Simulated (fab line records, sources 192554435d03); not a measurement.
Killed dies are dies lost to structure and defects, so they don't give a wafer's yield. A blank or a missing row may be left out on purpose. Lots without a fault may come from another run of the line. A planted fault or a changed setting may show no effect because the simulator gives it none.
Chamber matching | flow n5_finfet | N5_GATE_CUT_CMP_43 on cmp-04: 4 sister chambers
The step polishes SiO2. 16 wafers are shown with their chamber, then 8 later ones without.

WAFERS WITH THEIR CHAMBER
wafer  | chamber | motor_current_A (A)
L075.3 | 3       | 14.3
L075.4 | 1       | 10.7
L075.6 | 0       | 14.1
L079.1 | 3       | 13.5
L079.3 | 0       | 14.9
L079.5 | 1       | 10.9
L080.1 | 1       | 11.4
L080.2 | 0       | 15.0
L080.4 | 2       | 12.2
L082.1 | 0       | 14.4
L082.2 | 3       | 13.5
L082.3 | 2       | 12.7
L083.3 | 1       | 10.4
L083.4 | 2       | 12.8
L083.5 | 1       | 11.0
L088.1 | 1       | 10.8

SIGNATURES (means of the wafers above)
reading         | chamber 0 | chamber 1 | chamber 2 | chamber 3 | scatter within a chamber
motor_current_A | 14.600    | 10.867    | 12.567    | 13.767    | 0.379
Rule: a wafer's distance from a chamber is the root of the sum, over the readings, of the square of ((its reading less the chamber's mean) divided by the reading's scatter). The wafer belongs to the nearest chamber; if the next one is less than 2 further off, it can't be placed. The scatter: the root of (the sum of the squares of (reading less its chamber's mean) over the shown wafers, divided by (wafers less chambers)).

WAFERS WITHOUT THEIR CHAMBER
wafer  | motor_current_A (A)
L088.3 | 14.3
L088.5 | 13.7
L092.1 | 14.7
L092.3 | 11.0
L092.4 | 11.9
L095.2 | 13.9
L095.3 | 10.7
L095.5 | 13.6

WHICH CHAMBER EACH WENT THROUGH
wafer  | from the rows above     | in truth
L088.3 | can't be placed: 0 or 3 | 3
L088.5 | 3                       | 3
L092.1 | 0                       | 0
L092.3 | 1                       | 1
L092.4 | can't be placed: 2 or 1 | 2
L095.2 | can't be placed: 3 or 0 | 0
L095.3 | 1                       | 1
L095.5 | 3                       | 3
Placed correctly: 5 of 8. Can't be placed from these rows: 3 (the true chamber is among the candidates in 3). Placed wrongly: 0.
